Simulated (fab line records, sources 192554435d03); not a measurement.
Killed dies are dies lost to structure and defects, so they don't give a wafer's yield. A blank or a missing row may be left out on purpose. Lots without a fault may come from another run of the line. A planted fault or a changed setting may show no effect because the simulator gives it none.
Chamber matching | flow n5_finfet | N5_BEOL_M2_CO_CAP_55 on cvd_co-02: 3 sister chambers
The step material Co, precursor CCTBA/H2, target thk 2 nm, time 102.1 s. 3 wafers are shown with their chamber, then 7 later ones without.

WAFERS WITH THEIR CHAMBER
wafer  | chamber | heater_power_w (W)
L517.1 | 1       | 249
L515.2 | 2       | 244
L515.3 | 0       | 248

WAFERS WITHOUT THEIR CHAMBER
wafer  | heater_power_w (W)
L515.6 | 253
L518.3 | 243
L518.4 | 252
L518.6 | 232
L520.1 | 254
L520.5 | 252
L520.6 | 238

WHICH CHAMBER EACH WENT THROUGH
wafer  | from the rows above          | in truth
L515.6 | can't be placed: 1 or 0 or 2 | 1
L518.3 | can't be placed: 2 or 0 or 1 | 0
L518.4 | can't be placed: 1 or 0 or 2 | 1
L518.6 | can't be placed: 2 or 0 or 1 | 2
L520.1 | can't be placed: 1 or 0 or 2 | 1
L520.5 | can't be placed: 1 or 0 or 2 | 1
L520.6 | can't be placed: 2 or 0 or 1 | 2
Placed correctly: 0 of 7. Can't be placed from these rows: 7 (the true chamber is among the candidates in 7). Placed wrongly: 0.
How it was worked out, from the rows above alone: a wafer's distance from a chamber is the root of the sum, over the readings, of the square of ((its reading less the chamber's mean) divided by the reading's scatter). The wafer belongs to the nearest chamber; if the next one is less than 2 further off, it can't be placed. A chamber's mean is the mean of its shown wafers. The scatter: with one shown wafer a chamber, the root of the mean of the squares of how far each hidden wafer lies from its nearest shown one.
